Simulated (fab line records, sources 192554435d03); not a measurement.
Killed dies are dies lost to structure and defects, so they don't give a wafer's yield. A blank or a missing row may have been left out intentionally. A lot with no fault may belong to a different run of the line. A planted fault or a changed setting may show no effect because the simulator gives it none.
fab line records	flow n5_finfet
record: lots: 7	wafers: 21
route steps=1938 shown BEOL_M14@1753 BEOL_M15@1773 PASS1_CAP@1874 TV_LITHO@1879
start_h: the number of hours between the record's first day and the start of the first shown wafer of the lot	wait_h: hours from the lot's prior step to this one	" as in the row above	L1.1+2: one row covering several wafers at once	- value missing, or start not given	* or withheld: withheld	< > ~ a bound
route shown NAME@n: NAME is a module with steps in the file, n the number in the route of the first one	usual: average and standard deviation across the fault-free wafers	same: alike in all rows	chamber/n: place in a boat	sites: per-site readings	_std_site: how widely they spread, as a standard deviation	_edge_site: outer sites' mean less inner sites'	radius_mm: how far each site lies from the wafer's centre	mask NAME#n: copy n	behind: the tool/chamber that last shaped the wafer	hold: why the lot was held/for how many hours/how that ended	device: which transistor (n, p or np) failed to switch	end of line: tests of these same wafers at the route's end	step lacking rows: just its recipe	killed: dies lost to structure and defects at the first sort, not the wafer's yield	map: per-die view of a wafer (x killed, . not killed, _ where there is no die)
set.NAME: the setting that was run; set.NAME@STEP: the one run at that earlier step	model.NAME: the simulator's own value behind a step, which no gauge read
lots run with intentionally changed settings; tables by step, rows by wafer
== steps ==
step: N5_BEOL_M14_TRENCH_ETCH_34
recipe: chemistry: C4F8/O2/Ar	target: SiO2	target_depth_a: 5566.5	mask_material: SOC	he_inner_torr: 15	he_outer_torr: 30	time_s: 126.9	ion_energy_ev: 800	pressure_mtorr: 20	source_w: 1905	bias_w: 2040	Ar_flow_sccm: 400	C4F8_flow_sccm: 16	O2_flow_sccm: 12
usual: rf_vpp_V: 2230/21
lot.wafer	tool	chamber	start_h	wait_h	set.bias_w	rf_vpp_V	model.etch.depth_nm
L075.1	rie_diel-04	2	300.08	0.0	2040	2199	552.8
L075.3	"	3	"	"	2259	2398	581.6
L075.4	"	0	"	"	2040	2263	543.6
L077.1	rie_diel-01	3	319.66	0.0	2286	2379	589.4
L077.2	"	0	"	"	2040	2228	554.9
L077.6	"	1	"	"	2286	2444	575.8
L083.3	rie_diel-04	1	335.95	0.0	2040	2229	550.2
L083.4	"	3	"	"	2040	2236	569.9
L083.6	"	1	"	"	2040	2231	546.6
L090.1	rie_diel-04	1	382.95	0.0	2040	2230	552.2
L090.4	"	2	"	"	2221	2332	572.8
L090.5	"	2	"	"	2221	2332	567.6
L091.1	rie_diel-04	1	384.40	0.0	2040	2228	552.2
L091.4	"	2	"	"	1825	2031	539.5
L091.5	"	2	"	"	2040	2197	559.2
L094.3	rie_diel-03	0	397.51	0.0	2040	2214	564.7
L094.5	"	1	"	"	2040	2245	563
L094.6	"	2	"	"	2040	2237	571.6
L095.2	rie_diel-03	3	416.05	0.0	2040	2234	565.8
L095.4	"	2	"	"	2040	2236	568.2
L095.6	"	0	"	"	1829	2049	546
step: N5_BEOL_M14_STRIP_70
recipe: chemistry: C4F8/O2/Ar	resist: SiARC	rf_frequency_hz: 6e+07
step: N5_BEOL_M14_OCD_MEAS_35
usual: trench_depth_nm: 558/7.8
lot.wafer	tool	chamber	start_h	wait_h	set.bias_w@BEOL_M14_TRENCH_ETCH_34	trench_depth_nm
L075.1	ocd-01	-	300.24	0.0	2040	553
L075.3	"	-	"	"	2259	582
L075.4	"	-	"	"	2040	543
L077.1	ocd-01	-	319.82	0.0	2286	589
L077.2	"	-	"	"	2040	555
L077.6	"	-	"	"	2286	576
L083.3	ocd-01	-	336.10	0.0	2040	550
L083.4	"	-	"	"	2040	570
L083.6	"	-	"	"	2040	547
L090.1	ocd-01	-	383.11	0.0	2040	552
L090.4	"	-	"	"	2221	572
L090.5	"	-	"	"	2221	568
L091.1	ocd-01	-	384.55	0.0	2040	552
L091.4	"	-	"	"	1825	540
L091.5	"	-	"	"	2040	559
L094.3	ocd-02	-	397.67	0.0	2040	565
L094.5	"	-	"	"	2040	563
L094.6	"	-	"	"	2040	572
L095.2	ocd-02	-	416.21	0.0	2040	566
L095.4	"	-	"	"	2040	568
L095.6	"	-	"	"	1829	546
step: N5_BEOL_M14_STRIP_37
recipe: chemistry: O2	power_w: 600	temp_c: 60	pressure_mtorr: 30	rf_frequency_hz: 6e+07	bias_power_w: 0	overash_fraction: 0.3	o2_flow_sccm: 225
step: N5_BEOL_M14_ETCH_38
recipe: chemistry: CF4/N2	target: SiCN	target_depth_a: 1065	taper_deg: 2	time_s: 120.6	ion_energy_ev: 150	mask_material: SiO2	pressure_mtorr: 40	source_w: 430	bias_w: 70	Ar_flow_sccm: 100	cf4_flow_sccm: 60	n2_flow_sccm: 60
step: N5_BEOL_M14_ECD_47
recipe: material: Cu	target_thk_a: 12480
step: N5_BEOL_M14_ANNEAL_48
recipe: temp_c: 225	time_s: 90	ambient: N2
step: N5_BEOL_M14_CMP_49
recipe: stop_on: SiO2	t_overpolish_s: 5.2	down_force_psi: 2	platen_rpm: 80	clearing_platen_down_force_psi: 2	clearing_platen_rpm: 80	post_cmp_clean: cu_alkaline	target_thk_nm: 560	clearing_platen_pad_velocity_m_s: 1.5917	pad_velocity_m_s: 1.5917
lot.wafer	tool	chamber	start_h	wait_h	set.bias_w@BEOL_M14_TRENCH_ETCH_34	model.Cu_of_BEOL_M14_ECD_47.thk_nm
L075.3	cmp-03	2	301.44	0.2	2259	585
L075.4	"	3	"	"	2040	547.8
L075.1	"	1	"	"	2040	556.4
L077.2	cmp-03	2	323.47	0.2	2040	558.2
L077.1	"	3	"	"	2286	592.4
L077.6	"	3	"	"	2286	580
L083.4	cmp-01	2	337.79	0.2	2040	573.6
L083.3	"	0	"	"	2040	553
L083.6	"	2	"	"	2040	550.2
L090.1	cmp-03	1	388.06	0.3	2040	554.6
L090.4	"	2	"	"	2221	575.2
L090.5	"	3	"	"	2221	570.6
L091.4	cmp-01	0	392.67	0.2	1825	542.8
L091.1	"	3	"	"	2040	555.4
L091.5	"	0	"	"	2040	563.4
L094.3	cmp-01	2	403.96	0.4	2040	569.6
L094.5	"	1	"	"	2040	567.2
L094.6	"	2	"	"	2040	576.2
L095.4	cmp-03	2	421.41	0.1	2040	570.4
L095.2	"	1	"	"	2040	569.6
L095.6	"	2	"	"	1829	548
step: N5_BEOL_M14_THK_MEAS_50
recipe: thk_meas_gauge: xrf	reads: Cu_of_BEOL_M14_ECD_47
usual: M14_THK: 571/9.1
lot.wafer	tool	chamber	start_h	wait_h	set.bias_w@BEOL_M14_TRENCH_ETCH_34	M14_THK[nm]
L075.1	film_metro-02	-	301.74	-	2040	568
L075.3	"	-	"	"	2259	601
L075.4	"	-	"	"	2040	562
L077.1	film_metro-01	-	323.76	-	2286	602
L077.2	"	-	"	"	2040	566
L077.6	"	-	"	"	2286	588
L083.3	film_metro-02	-	338.05	-	2040	557
L083.4	"	-	"	"	2040	578
L083.6	"	-	"	"	2040	552
L090.1	film_metro-01	-	388.28	-	2040	564
L090.4	"	-	"	"	2221	584
L090.5	"	-	"	"	2221	581
L091.1	film_metro-01	-	392.97	-	2040	572
L091.4	"	-	"	"	1825	558
L091.5	"	-	"	"	2040	576
L094.3	film_metro-02	-	404.22	-	2040	575
L094.5	"	-	"	"	2040	575
L094.6	"	-	"	"	2040	590
L095.2	film_metro-02	-	421.70	-	2040	576
L095.4	"	-	"	"	2040	574
L095.6	"	-	"	"	1829	551
step: N5_BEOL_M14_DEP_53
recipe: material: SiCN	target_thk_a: 500	temp_c: withheld	precursor: 3MS/NH3	pressure_torr: 3	rf_w: 675	time_s: 17.8
lot.wafer	tool	chamber	start_h	wait_h	set.time_s	model.SiCN_of_BEOL_M14_DEP_53.thk_nm
L075.1	pecvd-01	0	301.80	0.0	20.13	55.4
L075.3	"	2	"	"	17.8	49.6
L075.4	"	2	"	"	20.13	56.8
L077.1	pecvd-01	2	323.82	0.0	17.8	49.8
L077.2	"	1	"	"	17.8	49.4
L077.6	"	1	"	"	17.8	50.6
L083.3	pecvd-03	2	338.11	0.0	16.06	45.6
L083.4	"	0	"	"	17.8	50.6
L083.6	"	1	"	"	17.8	51.4
L090.1	pecvd-04	2	388.35	0.0	17.8	49
L090.4	"	2	"	"	18.5	51.6
L090.5	"	0	"	"	17.8	49.2
L091.1	pecvd-01	0	393.03	0.0	15.72	44
L091.4	"	1	"	"	17.8	50.2
L091.5	"	0	"	"	15.72	45
L094.3	pecvd-03	0	404.28	0.0	17.8	49.4
L094.5	"	1	"	"	17.8	50.6
L094.6	"	2	"	"	17.8	50.8
L095.2	pecvd-03	2	421.76	0.0	17.8	48.8
L095.4	"	0	"	"	17.8	50
L095.6	"	1	"	"	17.8	49.4
step: N5_BEOL_M14_RS_MEAS_54
recipe: thk_meas_gauge: four-point-probe	reads: Cu_of_BEOL_M14_ECD_47+Ta_of_BEOL_M14_SPUTTER_44+TaN_of_BEOL_M14_SPUTTER_43
usual: M14_RS: 0.0331/0.00048
lot.wafer	tool	chamber	start_h	wait_h	set.bias_w@BEOL_M14_TRENCH_ETCH_34	M14_RS[ohm/sq]
L075.1	film_metro-02	-	301.87	0.0	2040	0.0334
L075.3	"	-	"	"	2259	0.0318
L075.4	"	-	"	"	2040	0.0340
L077.1	film_metro-01	-	323.89	0.0	2286	0.0314
L077.2	"	-	"	"	2040	0.0333
L077.6	"	-	"	"	2286	0.0320
L083.3	film_metro-02	-	338.18	0.1	2040	0.0336
L083.4	"	-	"	"	2040	0.0323
L083.6	"	-	"	"	2040	0.0338
L090.1	film_metro-01	-	388.44	0.1	2040	0.0335
L090.4	"	-	"	"	2221	0.0323
L090.5	"	-	"	"	2221	0.0326
L091.1	film_metro-02	-	393.10	0.0	2040	0.0334
L091.4	"	-	"	"	1825	0.0343
L091.5	"	-	"	"	2040	0.0329
L094.3	film_metro-01	-	404.35	0.1	2040	0.0326
L094.5	"	-	"	"	2040	0.0328
L094.6	"	-	"	"	2040	0.0322
L095.2	film_metro-01	-	421.83	0.1	2040	0.0327
L095.4	"	-	"	"	2040	0.0325
L095.6	"	-	"	"	1829	0.0339
step: N5_BEOL_M15_ILD_DEP_00
recipe: material: SiO2	target_thk_a: 16293	temp_c: 400	precursor: TEOS/O2	pressure_torr: 6.5	rf_w: 900	teos_flow_sccm: 161.4	gas: O2	flow_sccm: 2650	time_s: 346.1
lot.wafer	tool	chamber	start_h	wait_h	set.time_s	model.SiO2_of_BEOL_M15_ILD_DEP_00.thk_nm
L075.1	pecvd-03	1	301.93	0.0	346.1	1612
L075.3	"	2	"	"	307.8	1479
L075.4	"	1	"	"	307.8	1460
L077.1	pecvd-03	1	323.95	0.0	346.1	1631
L077.2	"	2	"	"	346.1	1638
L077.6	"	2	"	"	346.1	1670
L083.3	pecvd-02	1	338.24	0.0	346.1	1618
L083.4	"	1	"	"	346.1	1631
L083.6	"	2	"	"	331.6	1606
L090.1	pecvd-03	0	388.50	0.0	362.4	1698
L090.4	"	2	"	"	346.1	1636
L090.5	"	0	"	"	362.4	1714
L091.1	pecvd-02	0	393.16	0.0	346.1	1617
L091.4	"	2	"	"	346.1	1629
L091.5	"	0	"	"	346.1	1657
L094.3	pecvd-01	0	404.41	0.0	346.1	1622
L094.5	"	1	"	"	346.1	1673
L094.6	"	2	"	"	346.1	1629
L095.2	pecvd-02	1	421.89	0.0	332.5	1556
L095.4	"	0	"	"	346.1	1657
L095.6	"	1	"	"	346.1	1647
step: N5_BEOL_M15_THK_MEAS_01
recipe: reads: SiO2_of_BEOL_M15_ILD_DEP_00
usual: M15_ILD_THK: 1636/20
lot.wafer	tool	chamber	start_h	wait_h	set.time_s@BEOL_M15_ILD_DEP_00	M15_ILD_THK[nm]
L075.1	film_metro-02	-	302.29	0.2	346.1	1612
L075.3	"	-	"	"	307.8	1479
L075.4	"	-	"	"	307.8	1459
L077.1	film_metro-01	-	324.20	0.1	346.1	1631
L077.2	"	-	"	"	346.1	1637
L077.6	"	-	"	"	346.1	1668
L083.3	film_metro-01	-	338.49	0.1	346.1	1618
L083.4	"	-	"	"	346.1	1631
L083.6	"	-	"	"	331.6	1606
L090.1	film_metro-02	-	388.75	0.1	362.4	1700
L090.4	"	-	"	"	346.1	1637
L090.5	"	-	"	"	362.4	1715
L091.1	film_metro-02	-	393.41	0.1	346.1	1618
L091.4	"	-	"	"	346.1	1630
L091.5	"	-	"	"	346.1	1657
L094.3	film_metro-02	-	404.66	0.1	346.1	1622
L094.5	"	-	"	"	346.1	1673
L094.6	"	-	"	"	346.1	1630
L095.2	film_metro-02	-	422.14	0.1	332.5	1557
L095.4	"	-	"	"	346.1	1657
L095.6	"	-	"	"	346.1	1647
step: N5_BEOL_M15_COAT_58
recipe: resist: BARC	temp_c: 205	time_s: 60	spin_rpm: 1500	resist_thk_nm: 89
step: N5_BEOL_M15_COAT_04
recipe: spin_rpm: 1704	resist_thk_nm: 800
step: N5_BEOL_M15_DESCUM_15
recipe: chemistry: O2	time_s: 7.9	source_power_w: 50	bias_power_w: 20	pressure_mtorr: 20	rf_frequency_hz: 2.712e+07	temp_c: 40	o2_flow_sccm: 225
step: N5_BEOL_M15_ETCH_59
recipe: chemistry: N2/H2	target: BARC	target_depth_a: 890	overetch_a: 267	time_s: 67.9	ion_energy_ev: 200	pressure_mtorr: 30	source_w: 840	bias_w: 150	n2_flow_sccm: 200	h2_flow_sccm: 200
step: N5_BEOL_M15_VIA_ETCH_16
recipe: chemistry: C4F8/O2/Ar	target: SiO2	he_inner_torr: 15	he_outer_torr: 30	target_depth_a: 17922	time_s: withheld	ion_energy_ev: 800	pressure_mtorr: 20	source_w: 1905	bias_w: 2040	Ar_flow_sccm: 400	C4F8_flow_sccm: 16	O2_flow_sccm: 12	ends: cleared
lot.wafer	tool	chamber	start_h	wait_h	set.time_s@BEOL_M15_ILD_DEP_00	model.etch.depth_nm	model.coat_of_BEOL_M15_COAT_04.thk_nm
L075.1	rie_diel-05	2	302.89	0.0	*	1612	338.2
L075.3	"	1	"	"	*	1479	368.6
L075.4	"	1	"	"	*	1460	373.4
L077.1	rie_diel-06	3	324.94	0.0	*	1631	331
L077.2	"	1	"	"	*	1638	324.4
L077.6	"	3	"	"	*	1670	322.4
L083.3	rie_diel-02	1	338.97	0.0	*	1618	324.4
L083.4	"	3	"	"	*	1631	328.6
L083.6	"	3	"	"	*	1606	337.4
L090.1	rie_diel-02	2	389.39	0.0	*	1698	320.4
L090.4	"	1	"	"	*	1636	331.4
L090.5	"	2	"	"	*	1714	320.6
L091.1	rie_diel-05	1	394.01	0.0	*	1617	340.2
L091.4	"	2	"	"	*	1629	337.6
L091.5	"	1	"	"	*	1657	332.4
L094.3	rie_diel-06	0	405.26	0.0	*	1622	335.2
L094.5	"	1	"	"	*	1673	321
L094.6	"	2	"	"	*	1629	335.4
L095.2	rie_diel-02	0	422.62	0.0	*	1556	355.2
L095.4	"	2	"	"	*	1657	331.4
L095.6	"	1	"	"	*	1647	326.6
step: N5_PASSIVATION_PECVD_01
recipe: material: SiNx	target_thk_a: 2000	temp_c: 400	precursor: SiH4/NH3/N2	pressure_torr: 4.9	rf_w: 1406	time_s: 43.2
lot.wafer	tool	chamber	start_h	wait_h	set.time_s	model.SiNx_of_PASSIVATION_PECVD_01.thk_nm
L075.1	pecvd-03	0	316.94	0.0	43.2	200.8
L075.3	"	1	"	"	39.85	182.6
L075.4	"	0	"	"	39.85	184.4
L077.1	pecvd-04	1	335.94	0.0	43.2	196.8
L077.2	"	0	"	"	46.67	213
L077.6	"	2	"	"	43.2	198
L083.3	pecvd-04	0	347.71	0.0	43.2	197.2
L083.4	"	0	"	"	43.2	202
L083.6	"	2	"	"	43.2	202.8
L090.1	pecvd-04	0	402.41	0.0	43.2	202.6
L090.4	"	2	"	"	43.2	205.8
L090.5	"	2	"	"	38.35	183
L091.1	pecvd-04	2	405.53	0.0	43.2	196.4
L091.4+5	"	0	"	"	43.2	199
L094.3	pecvd-01	0	415.67	0.0	43.2	197
L094.5	"	2	"	"	43.2	200.2
L094.6	"	0	"	"	43.2	202
L095.2	pecvd-03	0	433.37	0.0	43.2	196.6
L095.4+6	"	0,1	"	"	43.2	201
step: N5_PASSIVATION_EXPOSE_07
recipe: mask_id: TV	na: 0.55	source_shape: conventional	sigma_outer: 0.8	polarization: unpolarized	defocus_nm: 0	target_cd_nm: 3000	dose_mj: 22.75
lot.wafer	tool	chamber	start_h	wait_h	mask	set.dose_mj
L075.1+4	krf_scanner-02	0	317.20	-	TV#0	22.75
L075.3	"	0	"	"	TV#0	21.21
L077.1+2	krf_scanner-02	0	336.16	-	TV#0	23.58
L077.6	"	0	"	"	TV#0	22.75
L083.3+4	krf_scanner-01	0	350.62	-	TV#0	22.75
L083.6	"	0	"	"	TV#0	24.45
L090.1	krf_scanner-01	0	403.21	-	TV#0	22.75
L090.4+5	"	0	"	"	TV#0	24.15
L091.1	krf_scanner-01	0	406.02	-	TV#0	22.14
L091.4+5	"	0	"	"	TV#0	22.75
L094.3+5+6	krf_scanner-02	0	419.51	-	TV#0	22.75
L095.2	krf_scanner-02	0	434.94	-	TV#0	21.11
L095.4+6	"	0	"	"	TV#0	22.75
step: N5_PASSIVATION_PEB_08
recipe: peb_temp_c: withheld	peb_time_s: *
step: N5_PASSIVATION_DEVELOP_09
recipe: develop_time_s: 60	rinse_liquid: diw	dry: air_spin	dev_temp_c: 21
step: N5_PASSIVATION_HARDBAKE_11
recipe: temp_c: 130	time_s: 120
step: N5_PASSIVATION_CD_MEAS_10
recipe: target_cd_nm: 3000	landing_energy_ev: 500	detector: se_inlens
usual: cd_nm: 2999.8/1.5
lot.wafer	tool	chamber	start_h	wait_h	set.dose_mj@PASSIVATION_EXPOSE_07	cd_nm
L075.1	cd_sem-01	0	317.38	-	22.75	2998.1
L075.3	"	0	"	"	21.21	2983.3
L075.4	"	0	"	"	22.75	2996.6
L077.1	cd_sem-02	0	336.33	-	23.58	3007.2
L077.2	"	0	"	"	23.58	3008.0
L077.6	"	0	"	"	22.75	3000.9
L083.3	cd_sem-01	0	350.79	-	22.75	2999.7
L083.4	"	0	"	"	22.75	2999.8
L083.6	"	0	"	"	24.45	3013.4
L090.1	cd_sem-03	0	403.39	-	22.75	2999.3
L090.4	"	0	"	"	24.15	3013.2
L090.5	"	0	"	"	24.15	3010.7
L091.1	cd_sem-02	0	406.21	-	22.14	2994.8
L091.4	"	0	"	"	22.75	3001.1
L091.5	"	0	"	"	22.75	3001.2
L094.3	cd_sem-02	0	419.68	-	22.75	2999.3
L094.5	"	0	"	"	22.75	2999.3
L094.6	"	0	"	"	22.75	2999.5
L095.2	cd_sem-01	0	435.11	-	21.11	2981.8
L095.4	"	0	"	"	22.75	2996.7
L095.6	"	0	"	"	22.75	2996.8
step: N5_PASSIVATION_DESCUM_12
recipe: chemistry: O2	time_s: 7.9	source_power_w: 50	bias_power_w: 20	pressure_mtorr: 20	rf_frequency_hz: 2.712e+07	temp_c: 40	o2_flow_sccm: 225
lot.wafer	tool	chamber	start_h	wait_h	set.dose_mj@PASSIVATION_EXPOSE_07	model.TV_LITHO.cd_nm
L075.1	rie_diel-05	0	317.47	0.0	22.75	2998
L075.3	"	2	"	"	21.21	2983
L075.4	"	1	"	"	22.75	2996
L077.1	rie_diel-02	3	336.42	0.0	23.58	3007
L077.2	"	1	"	"	23.58	3008
L077.6	"	3	"	"	22.75	3001
L083.3+4	rie_diel-06	0,3	350.88	0.0	22.75	3000
L083.6	"	0	"	"	24.45	3013
L090.1	rie_diel-02	1	403.70	0.3	22.75	2999
L090.4	"	0	"	"	24.15	-
L090.5	"	1	"	"	24.15	3011
L091.1	rie_diel-06	1	406.29	0.0	22.14	2995
L091.4+5	"	2,0	"	"	22.75	3001
L094.3	rie_diel-05	1	419.77	0.0	22.75	2999
L094.5+6	"	3,2	"	"	22.75	3000
L095.2	rie_diel-05	1	435.53	0.4	21.11	2982
L095.4+6	"	1,0	"	"	22.75	2997
== key ==
split: step: N5_BEOL_M14_TRENCH_ETCH_34	setting: bias_w	stated: 2040	by: wafer
response: step: N5_BEOL_M14_TRENCH_ETCH_34	reading: rf_vpp_V	change: +15.7	per: 1%	r: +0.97
response: step: N5_BEOL_M14_TRENCH_ETCH_34	reading: model.etch.depth_nm	change: +2.23	per: 1%	r: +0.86
response: step: N5_BEOL_M14_OCD_MEAS_35	reading: trench_depth_nm	change: +2.22	per: 1%	r: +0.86
response: step: N5_BEOL_M14_CMP_49	reading: model.Cu_of_BEOL_M14_ECD_47.thk_nm	change: +2.25	per: 1%	r: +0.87
response: step: N5_BEOL_M14_THK_MEAS_50	reading: M14_THK	change: +2.35	per: 1%	r: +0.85
response: step: N5_BEOL_M14_RS_MEAS_54	reading: M14_RS	change: -0.000134	per: 1%	r: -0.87
split: step: N5_BEOL_M14_DEP_53	setting: time_s	stated: 17.8	by: wafer
response: step: N5_BEOL_M14_DEP_53	reading: model.SiCN_of_BEOL_M14_DEP_53.thk_nm	change: +0.512	per: 1%	r: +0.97
split: step: N5_BEOL_M15_ILD_DEP_00	setting: time_s	stated: 346.1	by: wafer
response: step: N5_BEOL_M15_ILD_DEP_00	reading: model.SiO2_of_BEOL_M15_ILD_DEP_00.thk_nm	change: +13.3	per: 1%	r: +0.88
response: step: N5_BEOL_M15_THK_MEAS_01	reading: M15_ILD_THK	change: +13.3	per: 1%	r: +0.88
response: step: N5_BEOL_M15_VIA_ETCH_16	reading: model.etch.depth_nm	change: +13.3	per: 1%	r: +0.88
response: step: N5_BEOL_M15_VIA_ETCH_16	reading: model.coat_of_BEOL_M15_COAT_04.thk_nm	change: -3.17	per: 1%	r: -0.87
split: step: N5_PASSIVATION_PECVD_01	setting: time_s	stated: 43.2	by: wafer
response: step: N5_PASSIVATION_PECVD_01	reading: model.SiNx_of_PASSIVATION_PECVD_01.thk_nm	change: +1.98	per: 1%	r: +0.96
split: step: N5_PASSIVATION_EXPOSE_07	setting: dose_mj	stated: 22.75	by: wafer
response: step: N5_PASSIVATION_CD_MEAS_10	reading: cd_nm	change: +2	per: 1%	r: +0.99
response: step: N5_PASSIVATION_DESCUM_12	reading: model.TV_LITHO.cd_nm	change: +1.96	per: 1%	r: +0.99
